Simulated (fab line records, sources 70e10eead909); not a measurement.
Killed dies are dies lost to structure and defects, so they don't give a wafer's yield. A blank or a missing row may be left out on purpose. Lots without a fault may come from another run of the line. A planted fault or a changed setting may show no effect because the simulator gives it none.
fab line records | flow nand_harc
record lots=11 wafers=33 last_day=24
route steps=1159 shown A_WL_FILL@833 A_CONTACT@851
lots that met no fault: from a run of the same line without faults
start_h: hours from the record's first day to the start of the lot's first wafer shown | wait_h: hours since the lot's step before | " the same as in the row above | L1.1+2: a row that stands for several wafers | - no value, or no start given | * or withheld: withheld | < > ~ a bound
route shown NAME@n: a module of which the file shows steps, and the number in the route of the first | usual: mean/standard deviation of fault-free wafers | same: alike in all rows | chamber/n: place in a boat | sites: the reading at each site | _std_site: their standard deviation | _edge_site: outer sites' mean less inner sites' | radius_mm: how far each site lies from the wafer's centre | mask NAME#n: copy n | behind: the tool/chamber that last shaped the wafer | hold: why the lot was held/for how many hours/how that ended | device: the transistor (n, p or np) that didn't switch | end of line: the same wafers' tests at the end of the route | a step without rows: its recipe alone | killed: dies lost to structure and defects at the first sort, not the wafer's yield | map: a wafer's dies, x killed, . not, _ none there
set.NAME: the setting as run; set.NAME@STEP: as run at that earlier step | model.NAME: the simulator's own value behind a step, which no gauge read
steps of the route over a sample of lots; a table a step, a row a wafer
services: from which hour (start_h, from the record's first day; less than 0 if before it) a tool's chamber was out of use, for how many hours, and why
## steps
# step NHARC_A_WL_FILL_CVD_20
# recipe target_thk_a=750 temp_c=300 pressure_torr=40 wf6_flow_sccm=40 h2_flow_sccm=1600 ar_flow_sccm=1560 time_s=5064 material=W
# usual heater_power_outer_w=263/12 heater_power_w=488/22 mfc_ar_sccm=1559/4.9 throttle_valve_pct=7.99/0.22
# same time_s=5064
# columns lot.wafer tool chamber start_h wait_h heater_power_outer_w heater_power_w mfc_ar_sccm since_wet_clean_h throttle_valve_pct
L933.1 cvd_w-01 0 - - 252 484 1557 40 8.20
L933.2 " 1 " " 252 456 1556 40 8.02
L933.3 " 1 " " 262 459 1558 - 7.94
L936.2 cvd_w-02 0 - - 271 510 1551 148 7.83
L936.6 " 0 " " 266 490 1556 - 8.32
L936.5 " 1 " " 287 522 1563 - 7.94
L939.2 cvd_w-01 0 - - 254 488 1568 85 8.44
L939.4 " 1 " " 253 457 1559 - 7.85
L939.3 " 0 " " 250 497 1568 - 8.27
L940.1 cvd_w-01 0 - - 246 483 1560 88 8.29
L940.2 " 1 " " 253 457 1558 89 7.72
L940.4 " 0 " " 248 492 1555 - 8.14
L941.2 cvd_w-02 0 - - 271 499 1571 22 7.63
L941.4 " 0 " " 271 493 1560 - 7.88
L941.3 " 1 " " 279 518 1572 - 8.22
L944.1 cvd_w-02 1 - - 289 527 1552 36 7.83
L944.3 " 0 " " 270 485 1559 - 7.92
L944.6 " 1 " " 288 528 1562 - 7.87
L949.3 cvd_w-02 0 - - 273 498 1551 - 7.86
L949.5 " 1 " " 281 526 1560 - 7.59
L949.6 " 0 " " 273 489 1555 - 7.92
L955.1 cvd_w-01 0 - - 255 489 1565 1 7.71
L955.3 " 0 " " 248 501 1550 - 7.81
L955.4 " 1 " " 253 439 1558 - 8.13
L950.3 cvd_w-02 0 - - 273 498 1557 - 8.28
L950.4 " 1 " " 283 529 1557 - 7.62
L950.5 " 1 " " 276 517 1557 - 7.74
L956.1 cvd_w-02 1 - - 287 514 1556 98 7.68
L956.3 " 0 " " 274 506 1554 - 8.04
L956.4 " 1 " " 283 528 1560 - 8.15
L954.1 cvd_w-01 1 - - 248 452 1557 11 8.13
L954.4 " 1 " " 260 452 1555 - 8.34
L954.6 " 0 " " 248 493 1554 - 8.11
# step NHARC_A_CONTACT_EXPOSE_39
# recipe na=1.35 sigma_outer=0.8 dose_mj=58.79 mask_id=A_CC_3
# usual exposure_dose_mJ_cm2=58.75/0.054
# same sigma_outer=0.8
# columns lot.wafer tool chamber start_h wait_h mask exposure_dose_mJ_cm2
L933.1 arfi_scanner-01 0 355.00 - A_CC_3#0 58.76
L933.2 " 0 " " A_CC_3#0 58.77
L933.3 " 0 " " A_CC_3#0 58.82
L936.2 arfi_scanner-02 0 372.68 - A_CC_3#0 58.78
L936.5 " 0 " " A_CC_3#0 58.77
L936.6 " 0 " " A_CC_3#0 58.74
L939.2 arfi_scanner-02 0 398.37 - A_CC_3#0 58.78
L939.3 " 0 " " A_CC_3#0 58.81
L939.4 " 0 " " A_CC_3#0 58.71
L940.1 arfi_scanner-02 0 403.71 - A_CC_3#0 58.72
L940.2 " 0 " " A_CC_3#0 58.81
L940.4 " 0 " " A_CC_3#0 58.85
L941.2 arfi_scanner-03 0 425.39 - A_CC_3#0 58.68
L941.3 " 0 " " A_CC_3#0 58.74
L941.4 " 0 " " A_CC_3#0 58.68
L944.1 arfi_scanner-02 0 440.61 - A_CC_3#0 58.79
L944.3 " 0 " " A_CC_3#0 58.81
L944.6 " 0 " " A_CC_3#0 58.76
L949.3 arfi_scanner-01 0 453.72 - A_CC_3#0 58.73
L949.5 " 0 " " A_CC_3#0 58.70
L949.6 " 0 " " A_CC_3#0 58.62
L955.1 arfi_scanner-03 0 496.71 - A_CC_3#0 58.75
L955.3 " 0 " " A_CC_3#0 58.66
L955.4 " 0 " " A_CC_3#0 58.70
L950.3 arfi_scanner-02 0 496.99 - A_CC_3#0 76.57
L950.4 " 0 " " A_CC_3#0 76.65
L950.5 " 0 " " A_CC_3#0 76.65
L956.1 arfi_scanner-03 0 500.70 - A_CC_3#0 58.65
L956.3 " 0 " " A_CC_3#0 58.67
L956.4 " 0 " " A_CC_3#0 58.66
L954.1 arfi_scanner-02 0 507.49 - A_CC_3#0 73.07
L954.4 " 0 " " A_CC_3#0 73.03
L954.6 " 0 " " A_CC_3#0 72.98
# step NHARC_A_CONTACT_CD_MEAS_42
# recipe target_cd_nm=200 landing_energy_ev=500
# usual cd_nm=200.2/0.55
# columns lot.wafer tool chamber start_h wait_h cd_nm
L933.1 cd_sem-02 0 355.14 - 200.5
L933.2 " 0 " " 200.1
L933.3 " 0 " " 200.2
L936.2 cd_sem-03 0 372.82 - 200.5
L936.5 " 0 " " 200.7
L936.6 " 0 " " 200.2
L939.2 cd_sem-02 0 398.51 - 200.7
L939.3 " 0 " " 200.9
L939.4 " 0 " " 201.1
L940.1 cd_sem-01 0 403.85 - 200.0
L940.2 " 0 " " 199.9
L940.4 " 0 " " 200.3
L941.2 cd_sem-02 0 425.52 - 200.3
L941.3 " 0 " " 200.0
L941.4 " 0 " " 199.9
L944.1 cd_sem-02 0 440.75 - 200.7
L944.3 " 0 " " 200.8
L944.6 " 0 " " 199.9
L949.3 cd_sem-02 0 453.86 - 200.4
L949.5 " 0 " " 200.1
L949.6 " 0 " " 200.4
L955.1 cd_sem-03 0 496.85 - 200.4
L955.3 " 0 " " 200.8
L955.4 " 0 " " 200.4
L950.3 cd_sem-02 0 497.13 - 214.4
L950.4 " 0 " " 213.8
L950.5 " 0 " " 213.5
L956.1 cd_sem-03 0 500.84 - 199.4
L956.3 " 0 " " 199.0
L956.4 " 0 " " 200.1
L954.1 cd_sem-01 0 507.63 - 212.1
L954.4 " 0 " " 212.0
L954.6 " 0 " " 211.6
# step NHARC_A_CONTACT_DESCUM_47
# recipe time_s=3 o2_flow_sccm=200 ar_flow_sccm=0 bias_power_w=0 chemistry=O2
# usual drypump_motor_current_A=5.9/0.39 mfc_ar_sccm=0.017/0.012 oes_product_au=1.004/0.0073 rf_vpp_V=57.9/0.93 showerhead_plenum_p_Torr=1.95/0.079 throttle_valve_pct=11.311/0.0086
# same time_s=3
# columns lot.wafer tool chamber start_h wait_h drypump_motor_current_A mfc_ar_sccm oes_product_au rf_hours_counter_h rf_vpp_V showerhead_plenum_p_Torr throttle_valve_pct
L933.1 rie_diel-11 3 355.34 0.1 6.5 0.031 1.000 57 57.8 1.78 11.300
L933.3 " 0 " " 6.0 0 0.992 58 58.5 1.95 11.308
L933.2 " 1 " " 6.2 0.040 1.009 55 57.2 1.98 11.311
L936.2 rie_diel-05 0 373.02 0.1 6.3 0.025 1.010 5 57.0 2.00 11.319
L936.6 " 2 " " 6.2 0.020 1.007 - 59.0 1.97 11.338
L936.5 " 3 " " 5.9 0.007 1.003 - 57.5 2.02 11.318
L939.2 rie_diel-08 2 398.70 0.1 5.3 0 0.995 38 58.6 2.04 11.289
L939.4 " 3 " " 5.5 0.016 1.004 32 57.6 1.83 11.298
L939.3 " 1 " " 5.6 0.025 1.009 34 57.2 1.78 11.297
L940.1 rie_diel-05 0 404.04 0.1 6.3 0.025 1.003 12 57.8 1.99 11.317
L940.4 " 1 " " 5.3 0.006 1.002 11 57.7 2.01 11.319
L940.2 " 3 " " 5.9 0.007 1.006 12 58.2 2.02 11.313
L941.3 rie_diel-05 0 425.71 0.1 6.3 0.025 1.015 14 57.7 1.99 11.309
L941.2 " 1 " " 5.3 0.006 0.996 14 58.5 2.01 11.310
L941.4 " 2 " " 6.2 0.020 0.999 14 58.2 1.97 11.317
L944.3 rie_diel-05 0 440.95 0.1 6.4 0.025 1.002 18 58.3 1.99 11.302
L944.1 " 1 " " 5.3 0.006 1.011 17 57.1 2.01 11.325
L944.6 " 3 " " 5.9 0.007 1.019 - 59.4 2.01 11.321
L949.3 rie_diel-11 1 454.06 0.1 6.2 0.040 1.002 28 57.2 1.97 11.299
L949.6 " 0 " " 6.0 0 1.006 - 57.6 1.94 11.305
L949.5 " 1 " " 6.2 0.040 1.008 - 59.4 1.97 11.315
L955.4 rie_diel-08 1 497.05 0.1 5.6 0.025 1.003 4 58.3 2.07 11.316
L955.1 " 2 " " 5.3 0 1.010 6 58.3 2.03 11.318
L955.3 " 0 " " 6.2 0.006 1.000 4 58.5 1.96 11.319
L950.4 rie_diel-05 2 497.32 0.1 6.2 0.020 0.996 27 59.6 1.97 11.314
L950.3 " 0 " " 6.3 0.025 1.001 30 58.2 1.99 11.307
L950.5 " 3 " " 5.9 0.007 0.997 - 57.6 2.01 11.315
L956.1 rie_diel-05 1 501.03 0.1 5.3 0.006 0.992 29 58.3 2.01 11.294
L956.3 " 0 " " 6.3 0.025 1.010 31 58.5 1.99 11.299
L956.4 " 1 " " 5.3 0.006 1.000 - 59.6 2.01 11.306
L954.4 rie_diel-11 2 507.81 0.1 5.9 0.026 1.001 47 57.6 1.88 11.321
L954.1 " 1 " " 6.2 0.040 1.019 47 58.2 1.96 11.310
L954.6 " 2 " " 5.8 0.026 0.999 - 58.1 1.88 11.315
# step NHARC_A_CONTACT_ETCH_49
# recipe target_depth_a=2600 over_etch_frac=0.3 time_s=475.3 ion_energy_ev=200 n2_flow_sccm=150 h2_flow_sccm=150 ar_flow_sccm=0 rf_w=400 bias_w=150 chemistry=N2/H2
# usual drypump_motor_current_A=5.9/0.4 mfc_ar_sccm=0.018/0.012 oes_product_au=1.003/0.0064 rf_vpp_V=431.4/2.7 showerhead_plenum_p_Torr=2.07/0.09 throttle_valve_pct=14.172/0.0087
# same time_s=475.3
# columns lot.wafer tool chamber start_h wait_h drypump_motor_current_A mfc_ar_sccm oes_product_au rf_hours_counter_h rf_vpp_V showerhead_plenum_p_Torr throttle_valve_pct
L933.2 rie_diel-11 2 - - 5.8 0.026 1.001 57 431.7 2.02 14.175
L933.1 " 3 " " 6.5 0.031 1.007 57 427.2 1.90 14.183
L933.3 " 1 " " 6.2 0.040 1.006 55 432.1 2.11 14.173
L936.2 rie_diel-05 0 - - 6.4 0.025 1.016 6 432.4 2.13 14.174
L936.6 " 0 " " 6.3 0.025 1.008 - 433.1 2.13 14.159
L936.5 " 1 " " 5.3 0.006 1.011 - 433.2 2.15 14.185
L939.4 rie_diel-08 3 - - 5.5 0.016 0.999 32 427.8 1.95 14.173
L939.3 " 0 " " 6.2 0.006 1.009 35 432.1 2.11 14.171
L939.2 " 2 " " 5.3 0 1.002 38 433.6 2.18 14.165
L940.2 rie_diel-05 0 - - 6.3 0.025 0.993 12 431.6 2.13 14.175
L940.4 " 2 " " 6.2 0.020 1.002 12 432.7 2.10 14.177
L940.1 " 3 " " 5.9 0.007 1.000 12 435.0 2.15 14.173
L941.2 rie_diel-05 3 - - 5.9 0.007 0.999 14 435.4 2.15 14.157
L941.3 " 0 " " 6.3 0.025 0.997 14 432.1 2.13 14.175
L941.4 " 1 " " 5.3 0.006 1.002 14 432.9 2.15 14.181
L944.3 rie_diel-05 0 - - 6.3 0.025 1.003 18 432.0 2.13 14.156
L944.1 " 1 " " 5.3 0.006 1.000 17 432.3 2.15 14.187
L944.6 " 3 " " 5.9 0.007 0.995 - 433.3 2.15 14.172
L949.3 rie_diel-11 0 - - 6.0 0 0.989 25 430.5 2.07 14.167
L949.5 " 1 " " 6.2 0.040 1.006 - 432.8 2.10 14.176
L949.6 " 2 " " 5.8 0.026 1.000 - 430.0 2.01 14.182
L955.1 rie_diel-08 3 - - 5.5 0.016 0.994 6 428.3 1.94 14.178
L955.3 " 0 " " 6.2 0.006 1.004 5 432.8 2.09 14.157
L955.4 " 1 " " 5.6 0.025 0.999 5 435.2 2.22 14.190
L950.3 rie_diel-05 1 - - 5.3 0.006 1.003 28 432.7 2.14 14.187
L950.5 " 2 " " 6.2 0.020 1.012 - 432.0 2.10 14.181
L950.4 " 0 " " 6.4 0.025 1.006 - 432.9 2.12 14.171
L956.1 rie_diel-05 1 - - 5.3 0.006 1.006 29 433.4 2.14 14.181
L956.3 " 2 " " 6.2 0.020 1.001 29 432.2 2.10 14.175
L956.4 " 1 " " 5.3 0.006 1.016 - 432.7 2.14 14.181
L954.4 rie_diel-11 2 - - 5.8 0.026 1.005 47 429.1 2.00 14.171
L954.1 " 0 " " 6.0 0 1.006 47 430.6 2.06 14.166
L954.6 " 2 " " 5.8 0.026 0.997 - 427.7 2.00 14.166
## services
# columns tool chamber start_h hours kind
arfi_scanner-02 - 328.52 3.7 repair
arfi_scanner-03 - 336.79 0.3 repair
arfi_scanner-03 - 337.50 0.5 repair
rie_diel-05 - 340.62 9.0 pm
rie_diel-05 0 340.62 9.0 vent_cycle
rie_diel-08 0 341.33 3.9 repair
rie_diel-08 1 343.02 7.6 repair
rie_diel-08 3 343.92 6.9 repair
rie_diel-11 - 366.51 9.0 pm
arfi_scanner-01 - 368.00 4.0 pm
arfi_scanner-02 - 371.41 0.2 repair
arfi_scanner-01 - 374.68 0.4 repair
cvd_w-02 - 381.82 13.0 pm
arfi_scanner-01 - 390.95 0.6 repair
arfi_scanner-01 - 396.55 8.1 repair
rie_diel-08 2 418.57 3.9 repair
arfi_scanner-02 - 428.00 4.0 pm
rie_diel-05 3 433.93 4.6 repair
rie_diel-08 2 440.89 3.3 repair
arfi_scanner-03 - 472.99 10.2 repair
cvd_w-01 - 474.10 13.0 pm
rie_diel-08 - 479.31 9.0 pm
arfi_scanner-03 - 484.00 4.0 pm
rie_diel-05 3 497.47 16.2 repair
## key
first_sign step=NHARC_A_CONTACT_EXPOSE_39 reading=exposure_dose_mJ_cm2 direction=up sigmas=99+ usual=58.75 struck=74.83
effect step=NHARC_A_CONTACT_CD_MEAS_42 reading=cd_nm direction=up sigmas=23 usual=200.2 struck=212.9 through=control_loop
met_at NHARC_A_CONTACT_EXPOSE_39
struck_lots L950,L954
tester_left_out L950,L954
loop_trim step=NHARC_A_CONTACT_EXPOSE_39 setting=dose lots=L954
not_acting_at NHARC_A_WL_FILL_CVD_20,NHARC_A_CONTACT_DESCUM_47,NHARC_A_CONTACT_ETCH_49
onset_between 440.61 496.99
fault kind=process_parameter_drift tool=arfi_scanner-02 chamber=- onset_h=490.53 steps=NHARC_A_CONTACT_EXPOSE_39 channel=dose_mj offset=17.866 shape=step acts_in=these_recipes_only stated=58.79
# tester_left_out: of these lots the tester's yield and bins aren't shown, on N5 and GAA mostly nor the transistor test; their killed dies are dies lost to structure and defects alone, not to doping, threshold or leakage, so they don't give the yield
# loop_trim: a control loop set the setting to another value than it would have without faults
